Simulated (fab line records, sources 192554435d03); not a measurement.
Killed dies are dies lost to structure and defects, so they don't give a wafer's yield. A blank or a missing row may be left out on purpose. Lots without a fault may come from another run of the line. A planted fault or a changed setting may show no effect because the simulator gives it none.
fab line records | flow n5_finfet
record lots=10 wafers=28 last_day=18
route steps=1938 shown BEOL_M0_SAQP@632 BEOL_M0@740 BEOL_M1@754 BEOL_M4@1111 PASSIVATION@1936
lots that met no fault: from a run of the same line without faults
start_h: hours from the record's first day to the start of the lot's first wafer shown | wait_h: hours since the lot's step before | " the same as in the row above | L1.1+2: a row that stands for several wafers | - no value, or no start given | * or withheld: withheld | < > ~ a bound
route shown NAME@n: a module of which the file shows steps, and the number in the route of the first | usual: mean/standard deviation of fault-free wafers | same: alike in all rows | chamber/n: place in a boat | sites: the reading at each site | _std_site: their standard deviation | _edge_site: outer sites' mean less inner sites' | radius_mm: how far each site lies from the wafer's centre | mask NAME#n: copy n | behind: the tool/chamber that last shaped the wafer | hold: why the lot was held/for how many hours/how that ended | device: the transistor (n, p or np) that didn't switch | end of line: the same wafers' tests at the end of the route | a step without rows: its recipe alone | killed: dies lost to structure and defects at the first sort, not the wafer's yield | map: a wafer's dies, x killed, . not, _ none there
set.NAME: the setting as run; set.NAME@STEP: as run at that earlier step | model.NAME: the simulator's own value behind a step, which no gauge read
steps of the route over a sample of lots; a table a step, a row a wafer
services: from which hour (start_h, from the record's first day; less than 0 if before it) a tool's chamber was out of use, for how many hours, and why
## steps
# step N5_BEOL_M0_SAQP_PECVD_00
# recipe material=SiCN target_thk_a=80 temp_c=withheld precursor=3MS/NH3 pressure_torr=3 rf_w=202 time_s=14
# usual showerhead_plenum_p_Torr=3.659/0.01 throttle_valve_pct=9.1/0.46
# columns lot.wafer tool chamber start_h wait_h showerhead_plenum_p_Torr throttle_valve_pct
L593.1 pecvd-04 1 109.39 0.2 3.658 8.5
L593.2 " 0 " " 3.672 8.8
L593.3 " 2 " " 3.644 8.7
L594.1 pecvd-02 2 114.08 0.2 3.661 8.8
L594.2 " 0 " " 3.673 9.2
L594.5 " 0 " " 3.667 9.0
L598.1 pecvd-02 0 143.00 0.2 3.665 9.1
L598.3 " 2 " " 3.658 8.8
L598.4 " 2 " " 3.673 8.7
L599.1 pecvd-04 0 148.17 0.2 3.677 9.0
L599.2 " 1 " " 3.653 8.6
L599.6 " 2 " " 3.639 8.8
L600.2 pecvd-02 0 158.03 0.2 3.665 9.0
L600.4 " 2 " " 3.669 8.6
L600.5 " 1 " " 3.663 9.3
L605.3 pecvd-02 1 185.43 0.1 3.662 8.7
L605.5 " 1 " " 3.658 9.5
L606.1 pecvd-02 1 188.42 0.2 3.665 9.2
L606.5 " 2 " " 3.676 8.9
L610.1 pecvd-04 0 211.80 0.2 3.679 9.3
L610.2 " 1 " " 3.658 8.7
L610.3 " 2 " " 3.646 8.8
L611.3 pecvd-03 0 218.34 0.1 3.650 9.9
L611.5 " 1 " " 3.661 9.8
L611.6 " 0 " " 3.651 10.2
L615.2 pecvd-04 2 248.91 0.2 3.636 8.9
L615.4 " 1 " " 3.661 8.7
L615.5 " 0 " " 3.680 8.9
# step N5_BEOL_M0_SPUTTER_141
# recipe material=Cu target_thk_a=40 temp_c=-20 chamber_pressure_pa=0.07 power_w=withheld time_s=7.37
# usual chamber_pressure_pa=0.06999/0.00014 throttle_valve_pct=30.2/1.2
# same time_s=7.37
# columns lot.wafer tool chamber start_h wait_h chamber_pressure_pa throttle_valve_pct
L593.1 pvd_sputter-03 - 120.86 0.0 0.07023 29.8
L593.2 " - " " 0.06973 30.5
L593.3 " - " " 0.06985 29.1
L594.1 pvd_sputter-03 - 128.97 0.0 0.07021 30.9
L594.2 " - " " 0.06995 30.6
L594.5 " - " " 0.07029 28.9
L598.1 pvd_sputter-02 - 152.11 0.0 0.07009 28.0
L598.3 " - " " 0.07002 32.9
L598.4 " - " " 0.06982 30.6
L599.1 pvd_sputter-01 - 159.25 0.0 0.06977 30.6
L599.2 " - " " 0.06992 29.9
L599.6 " - " " 0.0699 29.6
L600.2 pvd_sputter-01 - 171.16 0.0 0.07008 29.4
L600.4 " - " " 0.06974 30.4
L600.5 " - " " 0.07007 30.8
L605.3 pvd_sputter-03 - 197.16 0.0 0.07007 30.7
L605.5 " - " " 0.06997 31.2
L606.1 pvd_sputter-01 - 201.05 0.0 0.06996 29.8
L606.5 " - " " 0.06998 29.7
L610.1 pvd_sputter-02 - 224.77 0.0 0.06977 30.3
L610.2 " - " " 0.06993 33.0
L610.3 " - " " 0.06998 29.9
L611.3 pvd_sputter-01 - 231.05 0.0 0.07027 30.6
L611.5 " - " " 0.07004 29.6
L611.6 " - " " 0.06981 30.6
L615.2 pvd_sputter-03 - 260.42 0.0 0.0701 28.9
L615.4 " - " " 0.06979 29.9
L615.5 " - " " 0.07003 28.8
# step N5_BEOL_M0_ANNEAL_119
# recipe temp_c=225 time_s=90 ambient=N2
# usual wafer_temp_C_max=225.90/0.21
# same time_s=90
# columns lot.wafer tool chamber start_h wait_h wafer_temp_C_max
L593.1 rtp_anneal-01 0 121.22 0.2 226.05
L593.2 " 0 " " 226.21
L593.3 " 0 " " 225.68
L594.1 rtp_anneal-02 0 129.17 0.1 226.00
L594.2 " 0 " " 225.93
L594.5 " 0 " " 226.05
L598.1 rtp_anneal-02 0 152.30 0.1 226.29
L598.3 " 0 " " 226.45
L598.4 " 0 " " 225.81
L599.1 rtp_anneal-01 0 159.45 0.1 226.12
L599.2 " 0 " " 226.30
L599.6 " 0 " " 226.11
L600.2 rtp_anneal-01 0 171.40 0.1 225.65
L600.4 " 0 " " 225.46
L600.5 " 0 " " 225.96
L605.3 rtp_anneal-02 0 197.46 0.1 225.59
L605.5 " 0 " " 225.70
L606.1 rtp_anneal-02 0 201.24 0.1 226.01
L606.5 " 0 " " 225.82
L610.1 rtp_anneal-01 0 224.97 0.1 225.89
L610.2 " 0 " " 226.03
L610.3 " 0 " " 225.94
L611.3 rtp_anneal-01 0 231.39 0.2 225.87
L611.5 " 0 " " 226.28
L611.6 " 0 " " 225.94
L615.2 rtp_anneal-02 0 260.67 0.1 225.72
L615.4 " 0 " " 226.09
L615.5 " 0 " " 225.78
# step N5_BEOL_M0_RS_MEAS_126
# recipe thk_meas_gauge=four-point-probe reads=Co_of_BEOL_M0_CO_CAP_123+Cu_of_BEOL_M0_ECD_118+Co_of_BEOL_M0_CVD_115+TaN_of_BEOL_M0_ALD_136
# usual M0_RS=0.530/0.017
# columns lot.wafer tool chamber start_h wait_h M0_RS[ohm/sq]
L593.1 film_metro-02 - 122.13 0.0 0.500
L593.2 " - " " 0.506
L593.3 " - " " 0.503
L594.1 film_metro-02 - 130.08 0.0 0.527
L594.2 " - " " 0.539
L594.5 " - " " 0.520
L598.1 film_metro-02 - 153.18 0.1 0.526
L598.3 " - " " 0.540
L598.4 " - " " 0.522
L599.1 film_metro-02 - 160.37 0.0 0.514
L599.2 " - " " 0.520
L599.6 " - " " 0.518
L600.2 film_metro-01 - 172.36 0.1 0.553
L600.4 " - " " 0.528
L600.5 " - " " 0.525
L605.3 film_metro-01 - 198.23 0.1 0.599
L605.5 " - " " 0.509
L606.1 film_metro-01 - 202.09 0.0 0.584
L606.5 " - " " 0.529
L610.1 film_metro-01 - 226.05 0.2 0.526
L610.2 " - " " 0.521
L610.3 " - " " 0.539
L611.3 film_metro-01 - 232.16 0.1 0.541
L611.5 " - " " 0.554
L611.6 " - " " 0.537
L615.2 film_metro-02 - 261.47 0.1 0.560
L615.4 " - " " 0.564
L615.5 " - " " 0.535
# step N5_BEOL_M1_HM_DEP_02
# recipe material=TiN target_thk_a=200 temp_c=25 chamber_pressure_pa=0.49996
# usual chamber_pressure_pa=0.5000/0.001 throttle_valve_pct=30.3/1.1
# columns lot.wafer tool chamber start_h wait_h chamber_pressure_pa throttle_valve_pct
L593.1 pvd_sputter-03 - 123.63 1.3 0.5013 30.8
L593.2 " - " " 0.4998 28.5
L593.3 " - " " 0.5020 30.1
L594.1 pvd_sputter-01 - 130.32 0.1 0.5009 30.5
L594.2 " - " " 0.4996 29.7
L594.5 " - " " 0.4995 30.5
L598.1 pvd_sputter-01 - 153.92 0.6 0.4995 29.6
L598.3 " - " " 0.5016 30.4
L598.4 " - " " 0.5010 30.7
L599.1 pvd_sputter-02 - 162.53 2.0 0.5004 30.3
L599.2 " - " " 0.4998 28.2
L599.6 " - " " 0.5000 30.1
L600.2 pvd_sputter-02 - 172.58 0.0 0.4995 28.2
L600.4 " - " " 0.4998 30.2
L600.5 " - " " 0.4999 30.6
L605.3 pvd_sputter-03 - 198.78 0.4 0.5000 29.1
L605.5 " - " " 0.4993 30.0
L606.1 pvd_sputter-02 - 202.72 0.4 0.5000 30.1
L606.5 " - " " 0.5007 30.3
L610.1 pvd_sputter-01 - 227.91 1.7 0.4988 29.6
L610.2 " - " " 0.5002 30.6
L610.3 " - " " 0.5007 29.5
L611.3 pvd_sputter-03 - 232.42 0.1 0.5010 30.0
L611.5 " - " " 0.4996 29.0
L611.6 " - " " 0.4981 30.6
L615.2 pvd_sputter-02 - 262.36 0.7 0.4989 30.5
L615.4 " - " " 0.5007 28.2
L615.5 " - " " 0.5006 32.8
# step N5_BEOL_M4_RC_MEAS_101
# usual DIBL_N=36.4/1.4 DIBL_P=36.3/1.8 IOFF_N=0.163/0.024 IOFF_P=0.21/0.034 ION_N=673/11 ION_P=461/7.4 SS_N=71.6/0.52 SS_P=73.3/0.58 VT_N=249.4/2.5 VT_P=-250/3.5
# columns lot.wafer tool chamber start_h wait_h DIBL_N[mV/V] DIBL_P[mV/V] IOFF_N[nA/um] IOFF_P[nA/um] ION_N[uA/um] ION_P[uA/um] SS_N[mV/dec] SS_P[mV/dec] VT_N[mV] VT_P[mV]
L593.1 prober-02 0 170.66 0.0 37.2 37.1 0.176 0.21 668 451 71.9 73.0 248.3 -249
L593.2 " 0 " " 36.7 37.9 0.180 0.23 684 467 71.8 73.3 248.2 -249
L593.3 " 0 " " 37.6 37.5 0.190 0.22 673 456 71.6 72.7 248.1 -249
L594.1 prober-01 0 175.17 0.0 37.2 38.0 0.170 0.25 663 456 71.9 73.8 245.9 -246
L594.2 " 0 " " 37.2 37.4 0.169 0.24 668 462 71.2 73.4 249.0 -248
L594.5 " 0 " " 37.5 38.2 0.181 0.24 666 459 71.9 73.8 246.9 -248
L598.1 prober-01 0 199.09 0.0 37.5 36.9 0.177 0.25 684 470 72.3 73.5 250.3 -245
L598.3 " 0 " " 35.5 34.4 0.136 0.20 668 464 71.2 72.7 249.4 -249
L598.4 " 0 " " 38.3 37.3 0.186 0.27 677 467 71.6 73.2 249.5 -244
L599.1 prober-01 0 209.37 0.0 34.1 35.5 0.139 0.18 652 448 71.5 73.3 253.9 -253
L599.2 " 0 " " 35.7 37.6 0.168 0.22 668 455 71.9 73.5 249.8 -252
L599.6 " 0 " " 34.1 35.9 0.138 0.19 656 455 71.8 73.8 253.2 -254
L600.2 prober-02 0 212.44 0.2 36.0 36.8 0.169 0.23 665 461 72.1 73.5 248.2 -247
L600.4 " 0 " " 35.0 35.7 0.145 0.21 666 457 71.0 73.2 248.0 -249
L600.5 " 0 " " 36.5 37.7 0.174 0.26 680 475 71.9 73.9 247.9 -244
L605.3 prober-01 0 255.49 0.3 35.5 36.3 0.154 0.21 684 465 71.5 72.7 248.5 -248
L605.5 " 0 " " 37.7 37.8 0.188 0.27 680 469 71.4 73.5 244.9 -244
L606.1 prober-01 0 257.91 0.0 35.4 36.1 0.172 0.22 688 466 72.0 73.5 246.6 -246
L606.5 " 0 " " 37.6 38.1 0.204 0.25 683 463 71.9 74.3 245.7 -245
L610.1 prober-01 0 262.24 0.0 35.6 34.6 0.142 0.17 658 449 71.2 72.6 251.1 -254
L610.2 " 0 " " 35.3 34.4 0.139 0.17 671 454 71.2 72.4 253.0 -258
L610.3 " 0 " " 37.2 37.2 0.175 0.21 675 463 71.5 73.6 246.6 -252
L611.3 prober-02 0 283.50 0.3 37.2 37.3 0.153 0.21 674 457 72.6 73.9 250.4 -250
L611.5 " 0 " " 36.8 36.7 0.150 0.20 665 459 71.8 73.5 252.3 -251
L611.6 " 0 " " 36.7 37.1 0.156 0.21 679 463 71.8 73.9 251.0 -253
L615.2 prober-01 0 306.09 0.2 37.4 35.5 0.158 0.23 674 466 71.0 73.2 249.3 -247
L615.4 " 0 " " 40.3 38.7 0.217 0.30 691 465 72.4 73.9 245.3 -242
L615.5 " 0 " " 36.6 33.9 0.146 0.22 656 458 71.6 72.1 254.2 -247
# step N5_PASSIVATION_PROBE_49
# usual defect_limited_yield=91.4/1.6 killed_at_M0_to_M3=34/12 killed_at_M4_up=13/5.2 killed_at_contacts=11/5.5 killed_at_front_end=40/13 killed_at_other=3.4/2.7 killed_dies=102/19 killed_open=66/15 killed_short=33/7.9 sort_bin_5_function=5.1/1.1 sort_bin_6_memory=3.2/0.7 sort_n_pass=1078/19 sort_yield_pct=91.4/1.6
# same gross_dies=1180 killed_at_back_side=0 sort_bin_4_leakage[%]=0 sort_bin_8_speed[%]=0
# columns lot.wafer tool chamber start_h wait_h defect_limited_yield[%] killed_at_M0_to_M3 killed_at_M4_up killed_at_contacts killed_at_front_end killed_at_other killed_dies killed_open killed_short sort_bin_5_function[%] sort_bin_6_memory[%] sort_n_pass sort_yield_pct[%]
L593.1 prober-01 - 272.85 0.0 90.4 28 14 19 49 3 113 70 38 5.1 3.9 1067 90.4
L593.2 prober-01 - 272.90 0.1 93.1 21 8 10 38 5 82 50 29 4.2 2.5 1098 93.1
L593.3 prober-01 - 272.95 0.1 93.2 15 7 14 42 2 80 42 37 3.9 2.6 1100 93.2
L594.1 prober-02 - 277.43 0.0 91.0 48 13 9 30 6 106 73 32 5.8 3.0 1074 91.0
L594.2 prober-02 - 277.48 0.1 93.4 21 12 13 25 7 78 54 20 3.8 2.8 1102 93.4
L594.5 prober-02 - 277.63 0.2 91.1 30 9 6 46 14 105 64 38 5.1 3.6 1075 91.1
L598.1 prober-01 - 310.78 0.0 89.1 46 14 17 48 4 129 88 40 6.5 4.0 1051 89.1
L598.3 prober-01 - 310.88 0.1 91.6 36 16 12 33 2 99 66 32 4.2 3.7 1081 91.6
L598.4 prober-01 - 310.93 0.2 88.7 46 19 7 61 0 133 84 49 6.8 3.9 1047 88.7
L599.1 prober-01 - 319.94 0.0 90.3 53 21 10 28 3 115 71 40 5.0 4.5 1065 90.3
L599.2 prober-01 - 319.99 0.1 90.6 43 17 9 40 2 111 75 36 5.5 3.6 1069 90.6
L599.6 prober-01 - 320.19 0.3 91.5 40 9 10 40 1 100 62 35 5.4 2.8 1080 91.5
L606.1 prober-02 - 370.04 0.0 90.1 36 17 10 53 1 117 74 43 5.8 3.6 1063 90.1
L606.5 prober-02 - 370.24 0.2 88.7 58 8 11 45 11 133 80 52 7.2 3.7 1047 88.7
L605.3 prober-01 - 370.05 0.3 92.8 40 14 8 18 5 85 57 27 4.2 2.8 1095 92.8
L605.5 prober-01 - 370.15 0.4 91.6 31 13 9 44 2 99 57 42 4.6 3.4 1081 91.6
L610.1 prober-02 - 382.08 0.0 93.5 15 8 12 40 2 77 46 28 3.6 2.8 1103 93.5
L610.2 prober-02 - 382.13 0.1 91.9 25 16 18 34 3 96 63 33 5.2 2.5 1084 91.9
L610.3 prober-02 - 382.18 0.1 92.8 32 15 7 30 1 85 51 34 5.0 1.8 1095 92.8
L611.3 prober-02 - 398.37 0.1 89.3 60 15 12 37 2 126 78 44 6.8 3.2 1054 89.3
L611.5 prober-02 - 398.47 0.2 89.2 38 23 16 50 0 127 84 40 6.0 4.3 1053 89.2
L611.6 prober-02 - 398.52 0.3 87.1 43 17 12 79 1 152 109 36 8.1 4.4 1028 87.1
L615.2 prober-01 - 431.13 0.1 92.6 36 14 5 26 6 87 54 31 3.9 3.1 1093 92.6
L615.4 prober-01 - 431.23 0.2 91.3 38 18 11 34 2 103 59 36 5.1 2.4 1077 91.3
L615.5 prober-01 - 431.28 0.2 91.8 28 16 22 23 8 97 60 34 5.5 2.1 1083 91.8
# killed by level:class
L593.1 MOL_CONTACT_COAG:geometric_particle:open=13 DUMMY_GATE:geometric_particle:open=11 GATE_CUT:geometric_particle:open=9 BEOL_M0_SAQP:geometric_particle:short=9 BEOL_M0_SAQP:geometric_particle:open=8 FIN_SAQP:geometric_particle:short=7 GATE_CUT:geometric_particle:short=6 BEOL_M2:geometric_particle:open=6
L593.2 STI_FIN_REVEAL:geometric_particle:open=10 FIN_SAQP:geometric_particle:short=8 BEOL_M0_SAQP:geometric_particle:open=6 DUMMY_GATE:geometric_particle:open=5 MOL_CONTACT_COAG:geometric_particle:open=5 BEOL_M0_SAQP:geometric_particle:short=5 FIN_SAQP:geometric_particle:open=4 MOL_CONTACT_COAG:geometric_particle:short=4
L593.3 FIN_SAQP:geometric_particle:short=13 MOL_CONTACT_COAG:geometric_particle:open=10 GATE_CUT:geometric_particle:short=6 FIN_SAQP:geometric_particle:open=5 GATE_CUT:geometric_particle:open=5 DUMMY_GATE:geometric_particle:open=4 MOL_CONTACT_COAG:geometric_particle:short=4 BEOL_M1:geometric_particle:open=4
L594.1 BEOL_M2:geometric_particle:open=19 DUMMY_GATE:geometric_particle:open=7 STI_FIN_REVEAL:geometric_particle:open=6 MOL_CONTACT_COAG:geometric_particle:open=6 BEOL_M2:geometric_particle:short=6 BEOL_M1:geometric_particle:open=5 BEOL_M3:geometric_particle:open=5 BEOL_M0_SAQP:geometric_particle:short=4
L594.2 MOL_CONTACT_COAG:geometric_particle:open=10 BEOL_M4:geometric_particle:open=7 STI_FIN_REVEAL:geometric_particle:open=6 BEOL_M0:geometric_particle:open=6 GATE_CUT:geometric_particle:open=4 BEOL_M1:geometric_particle:open=4 BEOL_M2:geometric_particle:open=4 ILD0:geometric_particle:open=3
L594.5 STI_FIN_REVEAL:geometric_particle:open=9 BEOL_M0_SAQP:geometric_particle:short=9 DUMMY_GATE:geometric_particle:open=7 BEOL_M4:geometric_particle:open=7 FIN_SAQP:geometric_particle:open=6 FIN_SAQP:geometric_particle:short=6 MOL_CONTACT_COAG:geometric_particle:open=5 PASS1_CAP:geometric_particle:short=5
L598.1 MOL_CONTACT_COAG:geometric_particle:open=16 FIN_SAQP:geometric_particle:open=15 BEOL_M0_SAQP:geometric_particle:short=11 STI_FIN_REVEAL:geometric_particle:open=9 BEOL_M0_SAQP:geometric_particle:open=9 BEOL_M4:geometric_particle:open=9 BEOL_M3:geometric_particle:open=8 FIN_SAQP:geometric_particle:short=7
L598.3 MOL_CONTACT_COAG:geometric_particle:open=9 BEOL_M0_SAQP:geometric_particle:short=9 BEOL_M0_SAQP:geometric_particle:open=7 BEOL_M4:geometric_particle:open=7 FIN_SAQP:geometric_particle:short=6 BEOL_M2:geometric_particle:open=6 FIN_SAQP:geometric_particle:open=5 STI_FIN_REVEAL:geometric_particle:open=5
L598.4 STI_FIN_REVEAL:geometric_particle:open=21 BEOL_M2:geometric_particle:open=13 BEOL_M0_SAQP:geometric_particle:open=10 BEOL_M4:geometric_particle:open=10 FIN_SAQP:geometric_particle:short=8 BEOL_M0_SAQP:geometric_particle:short=7 FIN_SAQP:geometric_particle:open=6 BEOL_M0:geometric_particle:short=6
L599.1 BEOL_M0_SAQP:geometric_particle:open=20 BEOL_M0_SAQP:geometric_particle:short=15 GATE_CUT:geometric_particle:short=8 MOL_CONTACT_COAG:geometric_particle:open=7 BEOL_M1:geometric_particle:open=6 BEOL_M2:geometric_particle:open=6 BEOL_M4:geometric_particle:open=5 GATE_CUT:geometric_particle:open=4
L599.2 STI_FIN_REVEAL:geometric_particle:open=11 GATE_CUT:geometric_particle:short=10 MOL_CONTACT_COAG:geometric_particle:open=9 BEOL_M1:geometric_particle:open=9 BEOL_M0_SAQP:geometric_particle:open=8 BEOL_M2:geometric_particle:open=7 BEOL_M0_SAQP:geometric_particle:short=6 BEOL_M4:geometric_particle:open=5
L599.6 BEOL_M1:geometric_particle:open=11 STI_FIN_REVEAL:geometric_particle:open=10 BEOL_M0_SAQP:geometric_particle:short=10 MOL_CONTACT_COAG:geometric_particle:open=9 BEOL_M0_SAQP:geometric_particle:open=8 DUMMY_GATE:geometric_particle:open=7 GATE_CUT:geometric_particle:short=5 FIN_SAQP:geometric_particle:open=4
L606.1 FIN_SAQP:geometric_particle:open=16 MOL_CONTACT_COAG:geometric_particle:open=10 FIN_SAQP:geometric_particle:short=9 BEOL_M2:geometric_particle:open=9 GATE_CUT:geometric_particle:short=7 BEOL_M4:geometric_particle:open=7 GATE_CUT:geometric_particle:open=5 BEOL_M0_SAQP:geometric_particle:short=5
L605.3 BEOL_M1:geometric_particle:open=16 BEOL_M0_SAQP:geometric_particle:short=7 MOL_CONTACT_COAG:geometric_particle:open=7 BEOL_M4:geometric_particle:open=7 BEOL_M1:geometric_particle:short=6 FIN_SAQP:geometric_particle:open=5 FIN_SAQP:geometric_particle:short=5 BEOL_M3:geometric_particle:open=4
L605.5 FIN_SAQP:geometric_particle:open=11 BEOL_M0_SAQP:geometric_particle:short=8 FIN_SAQP:geometric_particle:short=7 MOL_CONTACT_COAG:geometric_particle:open=7 BEOL_M1:geometric_particle:open=6 STARTING-WAFER:geometric_particle:short=5 ILD0:geometric_particle:short=4 DUMMY_GATE:geometric_particle:short=4
L606.5 BEOL_M0_SAQP:geometric_particle:short=19 FIN_SAQP:geometric_particle:short=12 BEOL_M2:geometric_particle:open=11 STI_FIN_REVEAL:geometric_particle:open=10 MOL_CONTACT_COAG:geometric_particle:open=10 BEOL_M3:geometric_particle:open=10 FIN_SAQP:geometric_particle:open=6 BEOL_M0_SAQP:geometric_particle:open=6
L610.1 STI_FIN_REVEAL:geometric_particle:open=16 MOL_CONTACT_COAG:geometric_particle:open=11 FIN_SAQP:geometric_particle:short=9 STI_FIN_REVEAL:geometric_particle:short=5 BEOL_M2:geometric_particle:open=4 FIN_SAQP:geometric_particle:open=3 BEOL_M0_SAQP:geometric_particle:short=3 BEOL_M1:coat_microbubble_printed=3
L610.2 MOL_CONTACT_COAG:geometric_particle:open=13 FIN_SAQP:geometric_particle:open=7 FIN_SAQP:geometric_particle:short=7 BEOL_M0_SAQP:geometric_particle:open=7 BEOL_M0_SAQP:geometric_particle:short=6 STI_FIN_REVEAL:geometric_particle:open=5 GATE_CUT:geometric_particle:short=5 MOL_CONTACT_COAG:geometric_particle:short=5
L610.3 BEOL_M3:geometric_particle:open=10 FIN_SAQP:geometric_particle:short=8 STI_FIN_REVEAL:geometric_particle:open=7 MOL_CONTACT_COAG:geometric_particle:open=7 BEOL_M5:geometric_particle:open=6 BEOL_M3:geometric_particle:short=6 FIN_SAQP:geometric_particle:open=4 DUMMY_GATE:geometric_particle:open=4
L611.3 BEOL_M0_SAQP:geometric_particle:open=18 BEOL_M0_SAQP:geometric_particle:short=17 STI_FIN_REVEAL:geometric_particle:open=11 MOL_CONTACT_COAG:geometric_particle:open=11 BEOL_M2:geometric_particle:open=8 DUMMY_GATE:geometric_particle:open=7 BEOL_M4:geometric_particle:open=7 GATE_CUT:geometric_particle:short=6
L611.5 FIN_SAQP:geometric_particle:open=13 BEOL_M3:geometric_particle:open=11 MOL_CONTACT_COAG:geometric_particle:open=10 BEOL_M4:geometric_particle:open=9 BEOL_M0_SAQP:geometric_particle:open=8 BEOL_M0_SAQP:geometric_particle:short=7 FIN_SAQP:geometric_particle:short=6 GATE_CUT:geometric_particle:short=6
L611.6 STI_FIN_REVEAL:geometric_particle:open=39 BEOL_M0_SAQP:geometric_particle:open=14 MOL_CONTACT_COAG:geometric_particle:open=8 BEOL_M0_SAQP:geometric_particle:short=8 BEOL_M2:geometric_particle:open=8 BEOL_M4:geometric_particle:open=8 FIN_SAQP:geometric_particle:open=7 STI_FIN_REVEAL:geometric_particle:short=6
L615.2 BEOL_M3:geometric_particle:open=11 BEOL_M0_SAQP:geometric_particle:short=8 FIN_SAQP:geometric_particle:short=6 BEOL_M0_SAQP:geometric_particle:open=6 STI_FIN_REVEAL:geometric_particle:open=5 BEOL_M1:geometric_particle:open=5 BEOL_M4:geometric_particle:open=5 FIN_SAQP:geometric_particle:open=4
L615.4 BEOL_M0_SAQP:geometric_particle:short=15 MOL_CONTACT_COAG:geometric_particle:open=10 BEOL_M0_SAQP:geometric_particle:open=10 HKMG_FIN:area_etch=7 BEOL_M4:geometric_particle:open=6 FIN_SAQP:geometric_particle:short=5 BEOL_M3:geometric_particle:open=5 ILD0:geometric_particle:short=4
L615.5 MOL_CONTACT_COAG:geometric_particle:open=13 BEOL_M4:geometric_particle:open=12 BEOL_M0_SAQP:geometric_particle:short=11 MOL_CONTACT_COAG:geometric_particle:short=9 BEOL_M0_SAQP:geometric_particle:open=6 BEOL_M3:geometric_particle:open=5 GATE_CUT:geometric_particle:open=4 STARTING-WAFER:geometric_particle:short=3
## services
# columns tool chamber start_h hours kind
rtp_anneal-02 - 111.10 4.5 pm
pecvd-04 0 124.85 5.0 scheduled_down
pecvd-04 - 127.70 0.8 pm
pvd_sputter-03 - 134.61 4.0 repair
pecvd-02 - 137.13 1.7 repair
pecvd-02 1 151.52 2.1 scheduled_down
pecvd-04 - 200.20 0.3 repair
pecvd-03 2 202.38 - clean
pecvd-03 2 202.38 - consumable_replace:showerhead
pecvd-03 2 202.38 29.0 scheduled_down
pecvd-03 2 202.38 29.0 vent_cycle
pecvd-04 1 230.26 5.5 scheduled_down
pecvd-02 0 253.33 6.3 repair
pecvd-04 0 254.36 4.9 repair
pecvd-04 2 259.74 5.0 scheduled_down
## key
first_sign step=N5_BEOL_M0_RS_MEAS_126 reading=M0_RS direction=up sigmas=3.6 usual=0.530 struck=0.592
effect none on later readings
met_at N5_BEOL_M0_SAQP_PECVD_00
struck_lots L605,L606
struck_wafers L605.3,L606.1
not_acting_at N5_BEOL_M0_SPUTTER_141,N5_BEOL_M0_ANNEAL_119,N5_BEOL_M1_HM_DEP_02
onset_between 158.03 185.43
fault kind=process_parameter_drift tool=pecvd-02 chamber=- onset_h=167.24 steps=N5_BEOL_M0_SAQP_PECVD_00 channel=time_s offset=* shape=step end_h=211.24 scope=struck_wafers_only acts_in=* stated=*
